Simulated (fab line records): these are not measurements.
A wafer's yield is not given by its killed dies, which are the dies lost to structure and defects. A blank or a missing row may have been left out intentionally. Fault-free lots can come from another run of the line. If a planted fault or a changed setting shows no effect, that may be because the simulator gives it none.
8D (eight disciplines) problem report, filled in by code | flow n5_finfet | the parts of the form that need people (team, actions taken, sign-off) are left out

== 1. THE PROBLEM ==
Wafers without a fault read 38.1 nm, standard deviation 0.56; thk_nm at N5_FIN_SAQP_THK_MEAS_05 reads a mean of 33.3 nm on 3 wafers belonging to 3 lots. Relative to the usual mean, that is a shift of -8.6 standard deviations.
First seen on wafer L679.5, day 2 14:57, on film_metro-02. Wafers with a number at this step in the record: 30, from 11 lots. Rule for "out" (also "out of limits"): further than 4 standard deviations from the usual mean. The rest of the wafers with a number are treated as sound.

== 2. WHAT IT IS AND WHAT IT IS NOT ==
question                    | is                     | is not
which readings at this step | thk_nm                 | -
which lots                  | L679, L682, L683       | L677, L678, L686, L687, L690, L691, L694, L695
which wafers of those lots  | L679.5, L682.5, L683.1 | L679.1, L679.4, L683.3, L683.6
read on which gauges        | film_metro-02          | film_metro-01
when                        | from day 2 14:57       | up to then (7 sound wafers); but 20 sound wafers of L683, L686, L687, L690, L691, L694, L695 came after

== 3. SUSPECTS, AND WHAT RULES EACH OUT ==
Counting: a tool at a process step up to the reading stays a suspect if it ran every lot that is out. Sound lots after the first of them don't rule it out here, since some wafers of a struck lot are sound.
- the gauge at N5_FIN_SAQP_THK_MEAS_05: kept. All the wafers that are out were read on film_metro-02, and no step on other tools shows them out.
- pecvd-04 at N5_FIN_SAQP_HM_DEP_03 (deposits SiNx from SiH4/NH3/N2, target thk 38 nm, time 33.6 s): kept. Every lot that is out went through it, the first being L679 (day 2 14:52); the last sound lot it ran before that was L678 (day 2 09:20).
- At N5_FIN_SAQP_HM_DEP_03, inside pecvd-04: chamber 2 took the wafers that are out, while their sound lot-mates went through chambers 0, 1.
After counting, pecvd-04 at N5_FIN_SAQP_HM_DEP_03 and film_metro-02 at N5_FIN_SAQP_THK_MEAS_05 remain.

== 4. THE CAUSE (what the simulator had put in) ==
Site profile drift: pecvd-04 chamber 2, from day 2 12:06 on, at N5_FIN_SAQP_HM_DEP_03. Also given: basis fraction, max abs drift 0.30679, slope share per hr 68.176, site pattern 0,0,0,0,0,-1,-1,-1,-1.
Counting left 2 suspects, and this tool is among them.

== 5. SEQUENCE OF EFFECTS, ordered by route ==
Each row: a reading where the mean over the struck wafers with a number is more than 3 standard deviations away from the usual. Only readings whose record carries a usual standard deviation are examined. hours: median over the lots of the time between each lot's start at the first step of this table that gives one and its start at this step. sigmas: the change, counted in usual standard deviations.
hours | step                    | reading | usual   | on struck wafers | change | sigmas
0     | N5_FIN_SAQP_THK_MEAS_05 | thk_nm  | 38.1 nm | 33.3             | -4.8   | -8.6
At these later measuring or inspecting steps, every struck wafer for which the step has a row has a number for every such reading, and none has moved that far: N5_BEOL_M4_RC_MEAS_101.

== 6. HOW IT WOULD HAVE BEEN CAUGHT EARLIER ==
3 hours passed between the start of the fault at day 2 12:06 and the first reading out of limits at a measuring or inspecting step in this record, taken at day 2 14:57.
No tool reading at N5_FIN_SAQP_HM_DEP_03 that has a usual standard deviation in the record was out on any struck wafer, so an alarm limit of 4 standard deviations on those readings would not have fired.
Among the 3 lots that are out, L682, L683 began N5_FIN_SAQP_HM_DEP_03 on pecvd-04 after day 2 14:57. A hold on the tool at that time would have spared those 2.
